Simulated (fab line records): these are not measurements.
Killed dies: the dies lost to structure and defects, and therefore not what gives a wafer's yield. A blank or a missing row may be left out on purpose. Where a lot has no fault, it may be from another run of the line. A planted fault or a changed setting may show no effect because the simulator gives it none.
fab line records	flow n5_finfet
[record] lots = 14	wafers = 42	last_day = 17
route steps=1938 shown MIM_TOP@1836 MIM_BOT_ETCH@1866 TV_LITHO@1879
lots that met no fault: from a run of the same line without faults
start_h: start of the lot's first displayed wafer, in hours after the record's first day	wait_h: how many hours have passed since the lot's step before this one	" identical to the entry in the row above	L1.1+2: several wafers, shown together as one row	- no value, or no start given	* or withheld: withheld	< > ~ a bound
route shown NAME@n: a module of which the file shows steps, and the number in the route of the first	usual: mean/standard deviation taken from wafers without a fault	same: alike in all rows	chamber/n: place in a boat	sites: per-site readings	_std_site: the standard deviation of these	_edge_site: the outer-site mean with the inner-site mean subtracted	radius_mm: how far each site lies from the wafer's centre	mask NAME#n: copy n	behind: tool/chamber where the wafer was last shaped	hold: what put the lot on hold/how long, in hours/how the hold closed	device: names the non-switching transistor (n, p or np)	end of line: tests run on the same wafers once the route is complete	a step given without rows: its recipe and nothing more	killed: dies lost to structure and defects at the first sort, not the wafer's yield	map: a wafer's dies, x killed, . not, _ none there
set.NAME: setting as actually run; set.NAME@STEP: the setting as run at that earlier step	model.NAME: the simulator's own value behind a step, which no gauge read
a sample of lots followed through the steps of the route, with each step as a table and each wafer as a row
services: the hour from which a tool's chamber was out of use, counted from the record's first day as start_h (under 0 if before that day), plus the number of hours and why
[[steps]]
[step N5_MIM_TOP_ALD_02]
[recipe] material = Al2O3	target_thk_a = *	temp_c = withheld	ald_precursor_family = TMA	ald_co_reactant = O3	pulse_time_s = withheld	purge_time_s = 3	co_reactant_purge_time_s = withheld	co_reactant_pulse_time_s = 3	ald_cycles = withheld
[usual] precursor_pulse_height_rel = 1.003/0.018
lot.wafer	tool	chamber	start_h	wait_h	precursor_pulse_height_rel
L618.4	ald_hk-03	0	-	-	1.022
L618.5	"	1	"	"	1.014
L618.6	"	2	"	"	0.989
L619.1	ald_hk-03	0	-	-	1.022
L619.3	"	3	"	"	1.006
L619.6	"	3	"	"	1.027
L621.1	ald_hk-01	0	-	-	0.988
L621.2	"	3	"	"	0.996
L621.5	"	0	"	"	1.019
L620.1	ald_hk-02	2	-	-	1.041
L620.3	"	1	"	"	0.976
L620.5	"	3	"	"	0.996
L622.1	ald_hk-03	0	-	-	1.022
L622.3	"	1	"	"	1.021
L622.5	"	3	"	"	0.985
L625.3	ald_hk-03	0	-	-	0.975
L625.4	"	3	"	"	1.041
L625.5	"	2	"	"	1.004
L626.2	ald_hk-03	1	-	-	0.986
L626.3	"	0	"	"	1.021
L626.6	"	3	"	"	1.018
L630.1	ald_hk-01	1	-	-	1.006
L630.2	"	2	"	"	0.993
L630.6	"	3	"	"	1.029
L635.1	ald_hk-01	1	-	-	1.030
L635.2	"	2	"	"	0.996
L635.6	"	0	"	"	1.020
L639.1	ald_hk-02	0	-	-	0.996
L639.4	"	3	"	"	1.019
L639.5	"	1	"	"	0.974
L638.1	ald_hk-02	2	-	-	0.998
L638.4	"	0	"	"	1.003
L638.6	"	1	"	"	1.011
L641.2	ald_hk-01	3	-	-	1.002
L641.3	"	0	"	"	1.028
L641.6	"	2	"	"	1.006
L637.3	ald_hk-01	3	-	-	1.007
L637.4	"	2	"	"	0.992
L637.6	"	3	"	"	1.050
L640.3	ald_hk-03	1	-	-	1.010
L640.4	"	3	"	"	0.992
L640.6	"	1	"	"	0.987
[step N5_MIM_BOT_ETCH_ETCH_04]
[recipe] chemistry = CF4/O2	target = SiNx	target_depth_a = 260	time_s = 13	ion_energy_ev = 100	pressure_mtorr = 40	source_w = 535	bias_w = 49	Ar_flow_sccm = 100	cf4_flow_sccm = 100	O2_flow_sccm = 10
[usual] drypump_motor_current_A = 5.9/0.35	oes_product_au = 0.80/0.1	rf_vpp_V = 241/3.2	showerhead_plenum_p_Torr = 2.21/0.065	throttle_valve_pct = 16.01/0.29
[same] time_s = 13
lot.wafer	tool	chamber	start_h	wait_h	drypump_motor_current_A	oes_product_au	rf_hours_counter_h	rf_vpp_V	showerhead_plenum_p_Torr	throttle_valve_pct
L618.4	rie_diel-03	3	243.13	0.0	5.5	0.71	-	240	2.19	16.36
L618.5	"	2	"	"	5.8	0.86	-	241	2.32	15.71
L618.6	"	1	"	"	5.4	0.73	-	234	2.10	15.64
L619.1	rie_diel-03	2	258.57	0.0	5.8	0.84	77	243	2.32	15.72
L619.3	"	3	"	"	5.5	0.70	209	240	2.18	16.37
L619.6	"	0	"	"	5.6	1.00	-	245	2.25	15.83
L621.1	rie_diel-03	3	270.20	0.0	5.6	0.70	212	240	2.18	16.37
L621.2	"	2	"	"	5.7	0.84	80	242	2.32	15.73
L621.5	"	1	"	"	5.4	0.73	-	236	2.10	15.67
L620.1	rie_diel-04	3	270.40	0.0	6.2	0.73	211	240	2.19	16.39
L620.3	"	1	"	"	6.5	0.93	23	240	2.26	15.94
L620.5	"	2	"	"	6.1	0.72	-	244	2.18	16.43
L622.1	rie_diel-05	2	284.92	0.0	5.5	0.80	91	247	2.22	15.94
L622.3	"	0	"	"	5.7	0.82	70	240	2.33	15.73
L622.5	"	3	"	"	5.8	0.80	-	235	2.14	15.92
L625.3	rie_diel-04	2	296.02	0.0	6.1	0.71	206	244	2.18	16.43
L625.4	"	0	"	"	6.3	0.97	10	245	2.25	15.70
L625.5	"	0	"	"	6.3	0.97	-	245	2.25	15.70
L626.2	rie_diel-04	1	316.01	0.0	6.4	0.89	38	240	2.25	15.97
L626.3	"	0	"	"	6.3	0.95	17	243	2.25	15.70
L626.6	"	1	"	"	6.5	0.89	-	239	2.25	15.96
L630.1	rie_diel-04	0	329.67	0.0	6.3	0.94	22	243	2.25	15.72
L630.2	"	2	"	"	6.1	0.70	218	240	2.18	16.45
L630.6	"	2	"	"	6.1	0.70	-	240	2.18	16.47
L635.1	rie_diel-04	0	373.92	0.0	6.3	0.92	33	243	2.25	15.75
L635.2	"	1	"	"	6.4	0.88	55	240	2.24	16.02
L635.6	"	1	"	"	6.4	0.88	-	239	2.24	16.01
L639.1	rie_diel-03	0	387.21	0.0	5.7	0.89	50	245	2.24	15.94
L639.4	"	1	"	"	5.4	0.69	-	235	2.09	15.76
L639.5	"	0	"	"	5.7	0.88	-	243	2.24	15.95
L638.1	rie_diel-04	0	395.83	0.0	6.3	0.89	43	245	2.24	15.77
L638.4	"	1	"	"	6.4	0.85	-	238	2.24	16.03
L638.6	"	2	"	"	6.1	0.69	-	242	2.17	16.51
L641.2	rie_diel-03	0	395.84	0.0	5.7	0.88	55	245	2.24	15.96
L641.3	"	2	"	"	5.7	0.79	130	239	2.30	15.81
L641.6	"	2	"	"	5.8	0.79	-	243	2.30	15.84
L637.3	rie_diel-03	0	399.32	0.0	5.7	0.88	57	245	2.24	15.95
L637.4	"	1	"	"	5.4	0.69	-	236	2.08	15.76
L637.6	"	2	"	"	5.8	0.78	-	242	2.30	15.83
L640.3	rie_diel-04	1	403.97	0.0	6.5	0.84	69	239	2.24	16.02
L640.4	"	0	"	"	6.3	0.88	46	243	2.24	15.77
L640.6	"	3	"	"	6.2	0.99	-	240	2.17	15.98
[step N5_PASSIVATION_EXPOSE_07]
[recipe] mask_id = TV	na = 0.55	source_shape = conventional	sigma_outer = 0.8	polarization = unpolarized	defocus_nm = 0	target_cd_nm = 3000	dose_mj = 22.75
[usual] exposure_dose_mJ_cm2 = 22.750/0.023	focus_offset_nm = 0.0/0.52	reticle_temp_C = 22.96/0.1
lot.wafer	tool	chamber	start_h	wait_h	mask	exposure_dose_mJ_cm2	focus_offset_nm	reticle_temp_C
L618.4	krf_scanner-02	0	245.01	-	TV#0	22.722	0.3	23.01
L618.5	"	0	"	"	TV#0	22.746	0.5	22.94
L618.6	"	0	"	"	TV#0	22.720	0.5	22.98
L619.1	krf_scanner-01	0	259.62	-	TV#0	22.721	0.8	23.09
L619.3	"	0	"	"	TV#0	22.782	0.1	22.95
L619.6	"	0	"	"	TV#0	22.776	-0.5	23.11
L621.1	krf_scanner-01	0	271.41	-	TV#0	22.764	0.9	23.09
L621.2	"	0	"	"	TV#0	22.751	-0.3	22.90
L621.5	"	0	"	"	TV#0	22.739	0.1	23.25
L620.1	krf_scanner-01	0	271.48	-	TV#0	22.737	0.1	23.08
L620.3	"	0	"	"	TV#0	22.769	-1.3	22.94
L620.5	"	0	"	"	TV#0	22.776	-0.3	23.02
L622.1	krf_scanner-01	0	285.95	-	TV#0	22.714	0.6	22.84
L622.3	"	0	"	"	TV#0	22.733	1.4	22.97
L622.5	"	0	"	"	TV#0	22.718	0.2	22.84
L625.3	krf_scanner-01	-	298.34	-	TV#0	-	-	-
L625.4	"	-	"	"	TV#0	-	-	-
L625.5	"	-	"	"	TV#0	-	-	-
L626.2	krf_scanner-02	-	321.99	-	TV#0	-	-	-
L626.3	"	-	"	"	TV#0	-	-	-
L626.6	"	-	"	"	TV#0	-	-	-
L630.1	krf_scanner-02	0	332.39	-	TV#0	22.714	-0.6	22.85
L630.2	"	0	"	"	TV#0	22.746	-0.7	22.99
L630.6	"	0	"	"	TV#0	22.713	-0.8	22.82
L635.1	krf_scanner-01	0	375.76	-	TV#0	22.760	-0.1	22.98
L635.2	"	0	"	"	TV#0	22.778	-0.4	22.85
L635.6	"	0	"	"	TV#0	22.754	0.4	22.86
L639.1	krf_scanner-01	0	388.50	-	TV#0	22.769	-0.6	22.95
L639.4	"	0	"	"	TV#0	22.737	0.9	23.06
L639.5	"	0	"	"	TV#0	22.790	0.4	22.91
L641.2	krf_scanner-01	0	402.25	-	TV#0	22.773	0.5	23.00
L641.3	"	0	"	"	TV#0	22.757	-0.4	23.05
L641.6	"	0	"	"	TV#0	22.737	-0.3	22.88
L638.1	krf_scanner-01	0	402.28	-	TV#0	22.755	0.3	23.12
L638.4	"	0	"	"	TV#0	22.731	-0.3	23.04
L638.6	"	0	"	"	TV#0	22.751	-0.5	23.09
L637.3	krf_scanner-01	0	402.89	-	TV#0	22.732	-0.8	22.87
L637.4	"	0	"	"	TV#0	22.747	-0.4	22.72
L637.6	"	0	"	"	TV#0	22.788	-0.6	22.90
L640.3	krf_scanner-01	0	406.12	-	TV#0	22.801	-0.5	23.06
L640.4	"	0	"	"	TV#0	22.794	0.2	22.90
L640.6	"	0	"	"	TV#0	22.773	-0.8	22.92
[step N5_PASSIVATION_OVL_MEAS_60]
[recipe] points_per_wafer = 44
[usual] TV_OVL = 6/5
lot.wafer	tool	chamber	start_h	wait_h	TV_OVL[nm]
L618.4	overlay-02	0	245.20	0.0	-3
L618.5	"	0	"	"	-1
L618.6	"	0	"	"	0
L619.1	overlay-02	0	259.82	0.0	3
L619.3	"	0	"	"	9
L619.6	"	0	"	"	2
L621.1	overlay-01	0	271.61	0.0	8
L621.2	"	0	"	"	8
L621.5	"	0	"	"	10
L620.1	overlay-01	0	271.68	0.0	15
L620.3	"	0	"	"	9
L620.5	"	0	"	"	5
L622.1	overlay-02	0	286.16	0.0	8
L622.3	"	0	"	"	3
L622.5	"	0	"	"	9
L625.3	overlay-01	0	298.55	0.0	-
L625.4	"	0	"	"	-
L625.5	"	0	"	"	-
L626.2	overlay-02	0	322.19	0.0	-
L626.3	"	0	"	"	-
L626.6	"	0	"	"	-
L630.1	overlay-01	0	332.60	0.0	9
L630.2	"	0	"	"	11
L630.6	"	0	"	"	5
L635.1	overlay-02	0	375.97	0.0	2
L635.2	"	0	"	"	4
L635.6	"	0	"	"	13
L639.1	overlay-02	0	388.71	0.0	4
L639.4	"	0	"	"	3
L639.5	"	0	"	"	14
L641.2	overlay-01	0	402.46	0.0	2
L641.3	"	0	"	"	6
L641.6	"	0	"	"	-4
L638.1	overlay-01	0	402.49	0.0	7
L638.4	"	0	"	"	-4
L638.6	"	0	"	"	-1
L637.3	overlay-02	0	403.08	0.0	6
L637.4	"	0	"	"	13
L637.6	"	0	"	"	4
L640.3	overlay-02	0	406.31	0.0	-2
L640.4	"	0	"	"	3
L640.6	"	0	"	"	0
[[services]]
tool	chamber	start_h	hours	kind
rie_diel-05	0	219.57	8.4	repair
krf_scanner-01	0	224.06	-	calibration
krf_scanner-02	-	233.26	1.0	pm
rie_diel-05	2	241.26	2.6	repair
rie_diel-04	0	242.74	-	clean
rie_diel-04	0	242.74	-	consumable_replace:focus_ring
krf_scanner-02	-	243.47	1.3	pm
rie_diel-05	0	255.58	11.1	repair
rie_diel-04	0	266.18	6.3	repair
krf_scanner-02	-	267.82	0.8	pm
krf_scanner-01	-	276.64	1.3	pm
ald_hk-03	-	286.24	1.2	pm
ald_hk-02	-	289.38	8.7	pm
krf_scanner-01	-	290.00	0.8	pm
rie_diel-05	-	299.94	2.8	pm
ald_hk-01	-	311.62	4.3	pm
ald_hk-02	-	320.80	2.7	repair
rie_diel-03	-	321.59	0.2	repair
rie_diel-03	3	327.58	11.6	repair
rie_diel-04	1	328.03	7.2	repair
krf_scanner-02	-	335.91	5.4	repair
ald_hk-03	-	363.00	8.7	pm
rie_diel-04	3	367.57	8.4	repair
krf_scanner-01	0	390.73	-	calibration
[[key]]
[first_sign] step = N5_PASSIVATION_EXPOSE_07	reading = tool_record	direction = missing
effect none on later readings
met_at N5_PASSIVATION_EXPOSE_07
struck_lots L625,L626
later_rows_left_out L625.3,L625.4,L625.5,L626.2,L626.3,L626.6
sort_left_out L625.3,L625.4,L625.5,L626.2,L626.3,L626.6
not_acting_at N5_MIM_TOP_ALD_02,N5_MIM_BOT_ETCH_ETCH_04,N5_PASSIVATION_OVL_MEAS_60
onset_between 285.95 298.34
[fault] kind = skipped_step_whole	tool = krf_scanner-01,krf_scanner-02	chamber = -	onset_h = 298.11	steps = N5_PASSIVATION_EXPOSE_07	scope = struck_lots_only
// sort_left_out: the simulated sort isn't trusted on such a fault, so these wafers' sort isn't shown, and their yield isn't known
// later_rows_left_out: the simulator's readings of these wafers behind a module that went badly wrong aren't trusted and aren't shown, but for the sort
